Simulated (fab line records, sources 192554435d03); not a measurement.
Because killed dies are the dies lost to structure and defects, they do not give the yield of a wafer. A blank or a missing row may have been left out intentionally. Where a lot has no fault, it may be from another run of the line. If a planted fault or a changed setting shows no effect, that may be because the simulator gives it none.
Matching of chambers + flow n5-finfet + rie-diel-06 running N5_SD_EPI_N_ETCH_16: 4 sister chambers
The step etches SiO2 in CHF3/O2, target depth 5 nm. 16 wafers are shown with their chamber, then 8 later ones without.

WAFERS PAIRED WITH THEIR CHAMBERS
| wafer  | chamber | rf-vpp-V (V) | drypump-motor-current-A (A) | showerhead-plenum-p-Torr (Torr) |
|--------|---------|--------------|-----------------------------|---------------------------------|
| L074.1 | 3       | 499          | 5.1                         | 2.53                            |
| L074.4 | 1       | 511          | 5.7                         | 2.48                            |
| L074.6 | 3       | 498          | 5.1                         | 2.53                            |
| L075.2 | 2       | 532          | 5.5                         | 2.45                            |
| L075.4 | 1       | 512          | 5.7                         | 2.48                            |
| L075.5 | 1       | 512          | 5.7                         | 2.48                            |
| L076.2 | 1       | 510          | 5.6                         | 2.48                            |
| L076.3 | 3       | 499          | 5.1                         | 2.53                            |
| L076.5 | 0       | 514          | 5.9                         | 2.35                            |
| L082.3 | 3       | 500          | 5.1                         | 2.52                            |
| L082.4 | 1       | 512          | 5.6                         | 2.47                            |
| L082.6 | 1       | 512          | 5.6                         | 2.47                            |
| L084.1 | 2       | 532          | 5.5                         | 2.44                            |
| L084.3 | 0       | 513          | 5.9                         | 2.34                            |
| L084.5 | 0       | 513          | 5.9                         | 2.34                            |
| L088.1 | 0       | 514          | 5.9                         | 2.34                            |

SIGNATURES (means of the wafers above)
| reading                  | chamber 0 | chamber 1 | chamber 2 | chamber 3 | scatter within a chamber |
|--------------------------|-----------|-----------|-----------|-----------|--------------------------|
| rf-vpp-V                 | 513.50    | 511.50    | 532.00    | 499.00    | 0.736                    |
| drypump-motor-current-A  | 5.900     | 5.650     | 5.500     | 5.100     | 0.0354                   |
| showerhead-plenum-p-Torr | 2.3425    | 2.4767    | 2.4450    | 2.5275    | 0.00527                  |
Rule: for a wafer and a chamber, the distance is found by dividing, reading by reading, the gap between the wafer's reading and the chamber's mean by the reading's scatter, squaring, summing and taking the root. If the next closest chamber is less than 2 further off than the closest, the wafer can't be placed; otherwise it belongs to the closest. The scatter is the square root of a quotient: the sum, over the shown wafers, of each reading's squared deviation from its chamber's mean, divided by wafers minus chambers.

WAFERS WITH NO CHAMBER GIVEN
| wafer  | rf-vpp-V (V) | drypump-motor-current-A (A) | showerhead-plenum-p-Torr (Torr) |
|--------|--------------|-----------------------------|---------------------------------|
| L088.4 | 512          | 5.6                         | 2.47                            |
| L088.5 | 533          | 5.5                         | 2.44                            |
| L092.2 | 514          | 5.9                         | 2.33                            |
| L092.4 | 532          | 5.5                         | 2.44                            |
| L092.5 | 497          | 5.1                         | 2.51                            |
| L094.4 | 497          | 5.2                         | 2.51                            |
| L094.5 | 511          | 5.7                         | 2.46                            |
| L094.6 | 513          | 5.9                         | 2.33                            |

THE CHAMBER EACH PASSED THROUGH
| wafer  | from the rows above | in truth |
|--------|---------------------|----------|
| L088.4 | 1                   | 1        |
| L088.5 | 2                   | 2        |
| L092.2 | 0                   | 0        |
| L092.4 | 2                   | 2        |
| L092.5 | 3                   | 3        |
| L094.4 | 3                   | 3        |
| L094.5 | 1                   | 1        |
| L094.6 | 0                   | 0        |
Correct placement for 8 of the 8. From these rows, 0 cannot be placed. Wrongly placed: 0.
